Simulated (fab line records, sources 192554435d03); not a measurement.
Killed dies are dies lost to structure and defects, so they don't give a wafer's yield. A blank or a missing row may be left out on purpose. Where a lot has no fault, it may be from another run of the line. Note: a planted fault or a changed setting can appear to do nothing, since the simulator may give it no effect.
Matching of chambers || flow n5Finfet || 4 sister chambers for N5_FIN_SAQP_ETCH_64 on rieSi-05
The step etches SiO2 in CF4, target depth 1.5 nm. 4 wafers are shown with their chamber, then 11 later ones without.

## WAFERS PAIRED WITH THEIR CHAMBERS
{"wafer": "L085.4", "chamber": 0, "throttleValvePct (%)": 21.70}
{"wafer": "L091.1", "chamber": 1, "throttleValvePct (%)": 21.72}
{"wafer": "L091.3", "chamber": 3, "throttleValvePct (%)": 22.01}
{"wafer": "L092.2", "chamber": 2, "throttleValvePct (%)": 21.56}

## WAFERS WHOSE CHAMBER IS MISSING
{"wafer": "L092.3", "throttleValvePct (%)": 22.04}
{"wafer": "L092.5", "throttleValvePct (%)": 22.03}
{"wafer": "L094.2", "throttleValvePct (%)": 21.56}
{"wafer": "L094.5", "throttleValvePct (%)": 21.70}
{"wafer": "L094.6", "throttleValvePct (%)": 22.01}
{"wafer": "L096.1", "throttleValvePct (%)": 21.60}
{"wafer": "L096.2", "throttleValvePct (%)": 22.05}
{"wafer": "L096.6", "throttleValvePct (%)": 21.60}
{"wafer": "L097.1", "throttleValvePct (%)": 22.03}
{"wafer": "L097.3", "throttleValvePct (%)": 21.56}
{"wafer": "L097.5", "throttleValvePct (%)": 21.59}

## EACH ONE'S CHAMBER
{"wafer": "L092.3", "from the rows above": 3, "in truth": 3}
{"wafer": "L092.5", "from the rows above": 3, "in truth": 3}
{"wafer": "L094.2", "from the rows above": 2, "in truth": 2}
{"wafer": "L094.5", "from the rows above": "can't be placed: 0 or 1", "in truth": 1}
{"wafer": "L094.6", "from the rows above": 3, "in truth": 3}
{"wafer": "L096.1", "from the rows above": 2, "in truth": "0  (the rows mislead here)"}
{"wafer": "L096.2", "from the rows above": 3, "in truth": 3}
{"wafer": "L096.6", "from the rows above": 2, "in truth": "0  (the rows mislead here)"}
{"wafer": "L097.1", "from the rows above": 3, "in truth": 3}
{"wafer": "L097.3", "from the rows above": 2, "in truth": 2}
{"wafer": "L097.5", "from the rows above": 2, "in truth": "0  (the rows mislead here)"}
Placed correctly: 7 of 11. These rows do not allow placing 1 (true chamber among the candidates in 1). 3 placed wrongly.
How it was worked out, from the rows above alone: a wafer's distance from a chamber is the root of the sum, over the readings, of the square of ((its reading less the chamber's mean) divided by the reading's scatter). If the next closest chamber is less than 2 further off than the closest, the wafer can't be placed; otherwise it belongs to the closest. A chamber's mean is the mean of its shown wafers. The scatter (one wafer shown for each chamber): square how far every hidden wafer sits from the nearest shown wafer, average those squares and take the square root.
